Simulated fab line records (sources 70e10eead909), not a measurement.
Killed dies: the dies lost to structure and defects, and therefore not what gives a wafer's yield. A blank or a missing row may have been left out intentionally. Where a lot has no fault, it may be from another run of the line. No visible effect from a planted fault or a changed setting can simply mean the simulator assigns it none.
8D (eight disciplines) problem report, filled in by code / flow nand harc / the parts of the form that need people (team, actions taken, sign-off) are left out

## 1. THE PROBLEM
thk nm at NHARC_A_ONON_D2_THK_MEAS_02 reads a mean of 1548 nm on 2 wafers of 2 lots; wafers without a fault read 997 nm with a standard deviation of 8.8. Measured from the usual mean, that is +63 standard deviations.
The step: measures by ellipsometry.
First seen on wafer L510.4, day 17 08:04, on film metro-02. The record has a number at this step for 39 wafers belonging to 13 lots. Rule for "out" (also "out of limits"): further than 4 standard deviations from the usual mean. The other wafers with a number count as sound.

## 2. WHAT IT IS AND WHAT IT IS NOT
question=which readings at this step | is=thk nm | is not=-
question=which lots | is=L510, L511 | is not=L498, L499, L503, L504, L505, L506, L507, L509, L518, L519, L520
question=which wafers of those lots | is=L510.4, L511.4 | is not=L510.3, L510.6, L511.3, L511.6
question=read on which gauges | is=film metro-02 | is not=film metro-01
question=when | is=from day 17 08:04 | is not=up to then (23 sound wafers); but 14 sound wafers of L509, L511, L518, L519, L520 came after

## 3. WHAT RULES OUT EACH SUSPECT
Counting: a tool at a process step up to the reading stays a suspect if it ran every lot that is out. Sound lots after the first of them don't rule it out here, since some wafers of a struck lot are sound.
- the gauge at NHARC_A_ONON_D2_THK_MEAS_02: ruled out. All the wafers that are out were read on film metro-02, but those of them that NHARC_END_SORT_01 has rows for are out there too, on other tools.
- rie diel-13 at NHARC_A_CHANNEL_FILL_D1_ETCHBACK_20 (etches the open film in C4F8/O2/Ar, target depth 27 nm, time 13.5 s): kept. It ran every lot that is out, first L510 (day 14 17:47); its last sound lot up to then is L507 (day 13 11:08).
- pecvd onon-01 at NHARC_A_ONON_D2_DEP_00 (target thk 1000 nm): kept. It ran every lot that is out, first L510 (day 17 07:40); its last sound lot up to then is L506 (day 15 18:04).
- Within rie diel-13 at NHARC_A_CHANNEL_FILL_D1_ETCHBACK_20: the wafers that are out ran in chambers 0, 2; their sound lot-mates ran in chambers 1, 3.
What counting leaves: rie diel-13 at NHARC_A_CHANNEL_FILL_D1_ETCHBACK_20 and pecvd onon-01 at NHARC_A_ONON_D2_DEP_00.

## 4. THE CAUSE (what the simulator had put in)
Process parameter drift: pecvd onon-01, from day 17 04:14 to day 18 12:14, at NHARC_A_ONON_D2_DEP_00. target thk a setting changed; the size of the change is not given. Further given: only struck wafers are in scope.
This tool is one of the 2 suspects left after counting.

## 5. THE CHAIN OF EFFECTS, in route order
Each row: a reading whose mean over the struck wafers that have a number lies more than 3 standard deviations from the usual. Scope: only readings with a usual standard deviation given in the record; hours: median across lots of the time from each lot's start at the first step in this table that gives one to its start at this step; sigmas: change in usual standard deviations.
hours=0; step=NHARC_A_ONON_D2_THK_MEAS_02; reading=thk nm; usual=997 nm; on struck wafers=1548; change=+550; sigmas=+63
hours=301; step=NHARC_END_SORT_01; reading=killed at array; usual=59; on struck wafers=675; change=+616; sigmas=+32
hours=301; step=NHARC_END_SORT_01; reading=killed dies; usual=64; on struck wafers=677; change=+613; sigmas=+32

## 6. HOW IT WOULD HAVE BEEN CAUGHT EARLIER
4 hours passed between the start of the fault at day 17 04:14 and the first reading out of limits at a measuring or inspecting step in this record, taken at day 17 08:04.
Of the tool readings at NHARC_A_ONON_D2_DEP_00 for which the record gives a usual standard deviation, none was out on any struck wafer, so an alarm limit of 4 standard deviations on them would not have fired.
Lots out: 2; of these, L511 started NHARC_A_ONON_D2_DEP_00 on pecvd onon-01 after day 17 08:04. Holding the tool at that time would have saved it.
